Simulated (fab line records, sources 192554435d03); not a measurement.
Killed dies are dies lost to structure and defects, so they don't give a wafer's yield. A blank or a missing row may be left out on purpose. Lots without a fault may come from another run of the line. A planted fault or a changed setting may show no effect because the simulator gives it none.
Which tool did it? | flow n5_finfet | 24 lots, 72 wafers sampled, at 6 steps of a route of 1938

WHAT THE GAUGES READ, wafer by wafer
N5_MOL_CONTACT_COAG_INSPECT_57: inspects for defects (brightfield). Usual: raw_defect_count 193, standard deviation 49.
lot  | measured     | on                | raw_defect_count | flag
L074 | day 5 01:41  | defect_inspect-01 | 231 218 213      |
L075 | day 5 11:46  | defect_inspect-01 | 171 232 179      |
L076 | day 5 20:20  | defect_inspect-01 | 167 170 140      |
L077 | day 6 00:29  | defect_inspect-01 | 193 170 160      |
L078 | day 6 03:22  | defect_inspect-02 | 178 209 197      |
L079 | day 6 09:43  | defect_inspect-01 | 169 181 190      |
L080 | day 6 15:26  | defect_inspect-02 | 181 222 212      |
L081 | day 6 23:20  | defect_inspect-02 | 248 244 307      |
L082 | day 7 04:42  | defect_inspect-01 | 306 227 228      |
L083 | day 7 12:50  | defect_inspect-01 | 207 164 186      |
L084 | day 7 15:42  | defect_inspect-01 | 252 164 153      |
L085 | day 8 00:17  | defect_inspect-02 | 124 178 85       |
L086 | day 8 05:05  | defect_inspect-01 | 163 109 162      |
L087 | day 8 12:05  | defect_inspect-01 | 188 119 142      |
L088 | day 8 17:38  | defect_inspect-02 | 266 249 239      |
L089 | day 8 21:14  | defect_inspect-02 | 198 161 211      |
L090 | day 9 02:13  | defect_inspect-01 | 176 190 187      |
L091 | day 9 08:25  | defect_inspect-01 | 325 310 157      |
L092 | day 9 14:18  | defect_inspect-01 | 146 151 227      |
L093 | day 9 20:07  | defect_inspect-02 | 108 179 199      |
L094 | day 10 03:21 | defect_inspect-02 | 193 193 139      |
L095 | day 10 07:53 | defect_inspect-01 | 305 177 241      |
L096 | day 10 14:20 | defect_inspect-01 | 180 118 241      |
L097 | day 10 19:09 | defect_inspect-01 | 137 126 128      |

N5_MOL_CONTACT_COAG_THK_MEAS_53. Usual: VIA_MOL_THK 44.0 nm, standard deviation 0.6.
lot  | measured     | on            | VIA_MOL_THK (nm) | flag
L074 | day 5 06:10  | film_metro-01 | 43.7 43.7 44.1   |
L075 | day 5 15:34  | film_metro-02 | 43.7 44.5 44.8   |
L076 | day 6 00:39  | film_metro-02 | 44.0 43.3 43.6   |
L077 | day 6 03:28  | film_metro-02 | 43.9 44.4 44.6   |
L078 | day 6 06:20  | film_metro-01 | 43.0 43.5 44.2   |
L079 | day 6 12:40  | film_metro-02 | 43.9 44.4 44.4   |
L080 | day 6 18:25  | film_metro-01 | 44.4 44.9 44.2   |
L081 | day 7 02:48  | film_metro-01 | 43.0 44.6 43.6   |
L082 | day 7 07:40  | film_metro-02 | 43.6 45.2 44.6   |
L083 | day 7 15:54  | film_metro-02 | 43.3 43.6 44.1   |
L084 | day 7 18:43  | film_metro-02 | 44.6 45.2 44.7   |
L085 | day 8 03:38  | film_metro-01 | 43.2 43.9 44.3   |
L086 | day 8 08:35  | film_metro-02 | 44.0 43.4 44.3   |
L087 | day 8 15:31  | film_metro-01 | 43.6 44.4 44.0   |
L088 | day 8 21:22  | film_metro-02 | 43.7 44.0 44.4   |
L089 | day 9 01:52  | film_metro-02 | 44.5 44.8 44.7   |
L090 | day 9 05:04  | film_metro-02 | 44.7 44.2 44.7   |
L091 | day 9 11:23  | film_metro-01 | 43.5 44.6 44.9   |
L092 | day 9 17:10  | film_metro-01 | 43.7 43.2 44.1   |
L093 | day 9 22:59  | film_metro-01 | 43.1 44.6 44.3   |
L094 | day 10 06:25 | film_metro-01 | 42.6 43.5 43.8   |
L095 | day 10 11:23 | film_metro-01 | 43.4 44.1 43.8   |
L096 | day 10 17:31 | film_metro-01 | 44.2 43.6 44.4   |
L097 | day 10 22:17 | film_metro-02 | 44.2 44.5 45.1   |

WHICH TOOL RAN EACH LOT (tool, then ch and the chambers of the sampled wafers, then the start)
lot  | N5_MOL_CONTACT_COAG_PRE_CLEAN_142 | N5_MOL_CONTACT_COAG_DESCUM_88      | N5_MOL_CONTACT_COAG_ETCH_124       | N5_MOL_CONTACT_COAG_CVD_140
L074 | pvd_sputter-03, day 4 21:29       | rie_diel-02 ch 0,1,3, day 5 01:50  | rie_diel-02 ch 0,1,2, day 5 04:37  | cvd_w-01 ch 0,1, day 5 05:33
L075 | pvd_sputter-03, day 5 07:01       | rie_diel-06 ch 0,2, day 5 12:11    | rie_diel-06 ch 0,2,3, day 5 14:28  | cvd_w-01 ch 0,1, day 5 14:55
L076 | pvd_sputter-02, day 5 15:56       | rie_diel-06 ch 1,3, day 5 20:53    | rie_diel-02 ch 1,3, day 5 23:15    | cvd_w-01 ch 1, day 5 23:58
L077 | pvd_sputter-03, day 5 20:13       | rie_diel-02 ch 1,3, day 6 00:31    | rie_diel-02 ch 1,2,3, day 6 02:24  | cvd_w-02 ch 0,1, day 6 02:56
L078 | pvd_sputter-01, day 5 23:21       | rie_diel-03 ch 0,2,3, day 6 03:24  | rie_diel-06 ch 2,3, day 6 05:16    | cvd_w-02 ch 0, day 6 05:44
L079 | pvd_sputter-02, day 6 05:47       | rie_diel-06 ch 1,2,3, day 6 09:44  | rie_diel-06 ch 0,1,2, day 6 11:35  | cvd_w-02 ch 0,1, day 6 12:07
L080 | pvd_sputter-01, day 6 11:28       | rie_diel-03 ch 0,1, day 6 15:32    | rie_diel-02 ch 0,2, day 6 17:20    | cvd_w-01 ch 0,1, day 6 17:48
L081 | pvd_sputter-03, day 6 19:12       | rie_diel-02 ch 0,1,2, day 6 23:22  | rie_diel-02 ch 0,1,3, day 7 01:44  | cvd_w-01 ch 0,1, day 7 02:11
L082 | pvd_sputter-03, day 7 00:49       | rie_diel-02 ch 1,2, day 7 04:44    | rie_diel-02 ch 1,2, day 7 06:35    | cvd_w-01 ch 0,1, day 7 07:02
L083 | pvd_sputter-02, day 7 08:56       | rie_diel-06 ch 0,1,3, day 7 12:53  | rie_diel-03 ch 0,1,2, day 7 14:49  | cvd_w-01 ch 0,1, day 7 15:16
L084 | pvd_sputter-02, day 7 11:46       | rie_diel-03 ch 0,2, day 7 15:44    | rie_diel-06 ch 1,2,3, day 7 17:39  | cvd_w-01 ch 0,1, day 7 18:06
L085 | pvd_sputter-01, day 7 20:16       | rie_diel-02 ch 1,2,3, day 8 00:19  | rie_diel-06 ch 0,1,3, day 8 02:34  | cvd_w-02 ch 1, day 8 03:01
L086 | pvd_sputter-01, day 7 23:56       | rie_diel-06 ch 1,2,3, day 8 05:15  | rie_diel-06 ch 0,1,2, day 8 07:26  | cvd_w-02 ch 0,1, day 8 07:53
L087 | pvd_sputter-02, day 8 06:07       | rie_diel-06 ch 0,2, day 8 12:39    | rie_diel-06 ch 0,2,3, day 8 14:27  | cvd_w-02 ch 0,1, day 8 14:59
L088 | pvd_sputter-03, day 8 12:29       | rie_diel-02 ch 0,3, day 8 17:40    | rie_diel-06 ch 0,1,3, day 8 20:17  | cvd_w-02 ch 0,1, day 8 20:49
L089 | pvd_sputter-01, day 8 17:11       | rie_diel-02 ch 0,1,3, day 8 21:16  | rie_diel-03 ch 1,2,3, day 9 00:47  | cvd_w-02 ch 0,1, day 9 01:14
L090 | pvd_sputter-01, day 8 22:02       | rie_diel-06 ch 0,1,2, day 9 02:14  | rie_diel-02 ch 1,3, day 9 03:59    | cvd_w-01 ch 0,1, day 9 04:26
L091 | pvd_sputter-02, day 9 04:14       | rie_diel-02 ch 0,3, day 9 08:27    | rie_diel-06 ch 2,3, day 9 10:20    | cvd_w-01 ch 0,1, day 9 10:52
L092 | pvd_sputter-02, day 9 10:14       | rie_diel-03 ch 0,1, day 9 14:20    | rie_diel-06 ch 1,3, day 9 16:06    | cvd_w-01 ch 0,1, day 9 16:34
L093 | pvd_sputter-02, day 9 16:13       | rie_diel-06 ch 0,3, day 9 20:08    | rie_diel-03 ch 0,1,3, day 9 21:55  | cvd_w-01 ch 0,1, day 9 22:27
L094 | pvd_sputter-02, day 9 23:14       | rie_diel-02 ch 0,1,3, day 10 03:23 | rie_diel-06 ch 0,1, day 10 05:21   | cvd_w-01 ch 0,1, day 10 05:48
L095 | pvd_sputter-01, day 10 03:57      | rie_diel-03 ch 0,1,3, day 10 08:19 | rie_diel-03 ch 0,2,3, day 10 10:19 | cvd_w-01 ch 0,1, day 10 10:47
L096 | pvd_sputter-03, day 10 10:19      | rie_diel-02 ch 0,3, day 10 14:22   | rie_diel-06 ch 0,1,3, day 10 16:27 | cvd_w-01 ch 0,1, day 10 16:54
L097 | pvd_sputter-01, day 10 15:06      | rie_diel-02 ch 0,3, day 10 19:11   | rie_diel-06 ch 1,2, day 10 21:13   | cvd_w-02 ch 0,1, day 10 21:45
- N5_MOL_CONTACT_COAG_PRE_CLEAN_142: time 60 s.
- N5_MOL_CONTACT_COAG_DESCUM_88: chemistry O2, time 7 s.
- N5_MOL_CONTACT_COAG_ETCH_124: etches SiNx in CH3F/O2, stops on SiOC, target depth 6.5 nm.
- N5_MOL_CONTACT_COAG_CVD_140: deposits W, target thk 66.5 nm, time 215 s.

WHAT THE TOOLS THEMSELVES READ (means of the sampled wafers that have a number; where no wafer has one, the mark that the record gives instead)
N5_MOL_CONTACT_COAG_PRE_CLEAN_142. Usual: heater_power_w 472 W, standard deviation 65.
lot  | tool           | heater_power_w (W) | flag
L074 | pvd_sputter-03 | 500                |
L075 | pvd_sputter-03 | 460                |
L076 | pvd_sputter-02 | 455                |
L077 | pvd_sputter-03 | 490                |
L078 | pvd_sputter-01 | 422                |
L079 | pvd_sputter-02 | 493                |
L080 | pvd_sputter-01 | 431                |
L081 | pvd_sputter-03 | 407                |
L082 | pvd_sputter-03 | 506                |
L083 | pvd_sputter-02 | 453                |
L084 | pvd_sputter-02 | 512                |
L085 | pvd_sputter-01 | 461                |
L086 | pvd_sputter-01 | 449                |
L087 | pvd_sputter-02 | 537                |
L088 | pvd_sputter-03 | 426                |
L089 | pvd_sputter-01 | 435                |
L090 | pvd_sputter-01 | 415                |
L091 | pvd_sputter-02 | 521                |
L092 | pvd_sputter-02 | 449                |
L093 | pvd_sputter-02 | 476                |
L094 | pvd_sputter-02 | 477                |
L095 | pvd_sputter-01 | 427                |
L096 | pvd_sputter-03 | 507                |
L097 | pvd_sputter-01 | 444                |

N5_MOL_CONTACT_COAG_DESCUM_88. Usual: bias_power_w 20.00 W, standard deviation 0.062; drypump_motor_current_A 5.9 A, standard deviation 0.5; oes_product_au 0.74 a.u., standard deviation 0.078; rf_vpp_V 243.4 V, standard deviation 1.4; showerhead_plenum_p_Torr 2.11 Torr, standard deviation 0.084; throttle_valve_pct 20.41 %, standard deviation 0.3.
lot  | tool        | bias_power_w (W) | drypump_motor_current_A (A) | oes_product_au (a.u.) | rf_vpp_V (V) | showerhead_plenum_p_Torr (Torr) | throttle_valve_pct (%) | flag
L074 | rie_diel-02 | 19.98            | 6.0                         | 0.73                  | 242.0        | 2.03                            | 20.34                  |
L075 | rie_diel-06 | 20.05            | 6.0                         | 0.74                  | 245.2        | 2.17                            | 20.45                  |
L076 | rie_diel-06 | 20.05            | 5.7                         | 0.71                  | 244.5        | 2.18                            | 20.42                  |
L077 | rie_diel-02 | 20.03            | 5.8                         | 0.74                  | 242.2        | 2.06                            | 20.56                  |
L078 | rie_diel-03 | 19.97            | 5.5                         | 0.70                  | 241.6        | 2.02                            | 20.33                  |
L079 | rie_diel-06 | 20.01            | 6.1                         | 0.71                  | 244.1        | 2.17                            | 20.44                  |
L080 | rie_diel-03 | 19.95            | 5.2                         | 0.71                  | 243.3        | 2.11                            | 20.56                  |
L081 | rie_diel-02 | 20.03            | 5.6                         | 0.80                  | 244.0        | 2.13                            | 20.35                  |
L082 | rie_diel-02 | 20.05            | 5.3                         | 0.70                  | 243.2        | 2.07                            | 20.54                  |
L083 | rie_diel-06 | 19.98            | 6.0                         | 0.72                  | 244.0        | 2.16                            | 20.40                  |
L084 | rie_diel-03 | 19.98            | 5.3                         | 0.71                  | 242.6        | 2.02                            | 20.35                  |
L085 | rie_diel-02 | 20.02            | 5.7                         | 0.71                  | 242.4        | 2.05                            | 20.47                  |
L086 | rie_diel-06 | 20.01            | 6.1                         | 0.70                  | 243.5        | 2.17                            | 20.47                  |
L087 | rie_diel-06 | 20.01            | 6.0                         | 0.72                  | 245.2        | 2.16                            | 20.48                  |
L088 | rie_diel-02 | 19.98            | 6.2                         | 0.88                  | 244.4        | 2.16                            | 19.97                  |
L089 | rie_diel-02 | 19.98            | 6.0                         | 0.80                  | 243.8        | 2.11                            | 20.29                  |
L090 | rie_diel-06 | 20.03            | 5.8                         | 0.70                  | 243.5        | 2.17                            | 20.53                  |
L091 | rie_diel-02 | 19.93            | 6.3                         | 0.80                  | 243.2        | 2.08                            | 20.07                  |
L092 | rie_diel-03 | 19.99            | 5.6                         | 0.82                  | 243.7        | 2.15                            | 20.68                  |
L093 | rie_diel-06 | 19.97            | 6.5                         | 0.71                  | 244.0        | 2.14                            | 20.34                  |
L094 | rie_diel-02 | 20.04            | 6.0                         | 0.78                  | 243.0        | 2.10                            | 20.31                  |
L095 | rie_diel-03 | 20.03            | 5.6                         | 0.79                  | 243.4        | 2.07                            | 20.49                  |
L096 | rie_diel-02 | 20.01            | 6.3                         | 0.79                  | 243.5        | 2.07                            | 20.09                  |
L097 | rie_diel-02 | 20.00            | 6.2                         | 0.84                  | 244.0        | 2.15                            | 20.00                  |

N5_MOL_CONTACT_COAG_ETCH_124. Usual: CH3F_flow_sccm 30.01 sccm, standard deviation 0.089; drypump_motor_current_A 5.9 A, standard deviation 0.55; oes_product_au 0.63 a.u., standard deviation 0.058; rf_vpp_V 298 V, standard deviation 5.9; showerhead_plenum_p_Torr 2.02 Torr, standard deviation 0.069; throttle_valve_pct 16.33 %, standard deviation 0.22.
lot  | tool        | CH3F_flow_sccm (sccm) | drypump_motor_current_A (A) | oes_product_au (a.u.) | rf_vpp_V (V) | showerhead_plenum_p_Torr (Torr) | throttle_valve_pct (%) | flag
L074 | rie_diel-02 | 30.00                 | 5.6                         | 0.61                  | 296          | 1.96                            | 16.38                  |
L075 | rie_diel-06 | 29.93                 | 6.3                         | 0.62                  | 304          | 2.06                            | 16.31                  |
L076 | rie_diel-02 | 29.97                 | 6.0                         | 0.63                  | 293          | 1.93                            | 16.22                  |
L077 | rie_diel-02 | 30.08                 | 5.7                         | 0.62                  | 295          | 1.96                            | 16.34                  |
L078 | rie_diel-06 | 30.09                 | 6.4                         | 0.61                  | 302          | 2.06                            | 16.33                  |
L079 | rie_diel-06 | 29.99                 | 5.8                         | 0.61                  | 301          | 2.07                            | 16.36                  |
L080 | rie_diel-02 | 29.98                 | 5.8                         | 0.77                  | 300          | 2.10                            | 15.96                  |
L081 | rie_diel-02 | 30.06                 | 6.0                         | 0.70                  | 296          | 2.01                            | 16.14                  |
L082 | rie_diel-02 | 29.98                 | 5.2                         | 0.60                  | 296          | 1.98                            | 16.50                  |
L083 | rie_diel-03 | 30.09                 | 5.5                         | 0.63                  | 294          | 1.99                            | 16.45                  |
L084 | rie_diel-06 | 29.98                 | 6.1                         | 0.60                  | 299          | 2.07                            | 16.36                  |
L085 | rie_diel-06 | 30.06                 | 6.0                         | 0.61                  | 299          | 2.07                            | 16.37                  |
L086 | rie_diel-06 | 30.10                 | 5.8                         | 0.61                  | 302          | 2.06                            | 16.37                  |
L087 | rie_diel-06 | 29.97                 | 6.3                         | 0.61                  | 304          | 2.06                            | 16.36                  |
L088 | rie_diel-06 | 29.97                 | 6.0                         | 0.61                  | 300          | 2.07                            | 16.38                  |
L089 | rie_diel-03 | 30.00                 | 5.9                         | 0.62                  | 295          | 1.96                            | 16.45                  |
L090 | rie_diel-02 | 30.03                 | 6.1                         | 0.62                  | 293          | 1.92                            | 16.27                  |
L091 | rie_diel-06 | 29.98                 | 6.4                         | 0.59                  | 303          | 2.05                            | 16.38                  |
L092 | rie_diel-06 | 30.00                 | 6.2                         | 0.60                  | 297          | 2.06                            | 16.39                  |
L093 | rie_diel-03 | 30.04                 | 5.6                         | 0.67                  | 297          | 1.98                            | 16.35                  |
L094 | rie_diel-06 | 29.94                 | 5.4                         | 0.60                  | 297          | 2.06                            | 16.42                  |
L095 | rie_diel-03 | 30.01                 | 5.5                         | 0.65                  | 293          | 1.91                            | 16.17                  |
L096 | rie_diel-06 | 29.95                 | 6.0                         | 0.60                  | 300          | 2.06                            | 16.41                  |
L097 | rie_diel-06 | 30.01                 | 5.5                         | 0.59                  | 296          | 2.06                            | 16.42                  |

N5_MOL_CONTACT_COAG_CVD_140. Usual: heater_power_w 478 W, standard deviation 52.
lot  | tool     | heater_power_w (W) | flag
L074 | cvd_w-01 | 455                |
L075 | cvd_w-01 | 463                |
L076 | cvd_w-01 | 477                |
L077 | cvd_w-02 | 525                |
L078 | cvd_w-02 | 456                |
L079 | cvd_w-02 | 525                |
L080 | cvd_w-01 | 444                |
L081 | cvd_w-01 | 473                |
L082 | cvd_w-01 | 446                |
L083 | cvd_w-01 | 447                |
L084 | cvd_w-01 | 465                |
L085 | cvd_w-02 | 575                |
L086 | cvd_w-02 | 539                |
L087 | cvd_w-02 | 494                |
L088 | cvd_w-02 | 530                |
L089 | cvd_w-02 | 495                |
L090 | cvd_w-01 | 449                |
L091 | cvd_w-01 | 464                |
L092 | cvd_w-01 | 461                |
L093 | cvd_w-01 | 448                |
L094 | cvd_w-01 | 440                |
L095 | cvd_w-01 | 471                |
L096 | cvd_w-01 | 445                |
L097 | cvd_w-02 | 540                |

THE ANSWER, worked out from the rows above alone
Rule: a lot is off if the mean of its wafers that have a number lies more than 3 standard deviations from the usual mean. A lot without any number at a reading at which 4 lots or more have one is off too. The other lots that the step has rows for count as sound. The gauges are gone through in route order, then the tools' own readings, and for those a lot's mean is taken as printed above. The first step at which some lot is off is used, and at that step the reading that is off furthest; a lot without a number counts as furthest.
No lot is off at any reading shown: from this, nothing can be told.

WHAT THE SIMULATOR HAD PUT IN
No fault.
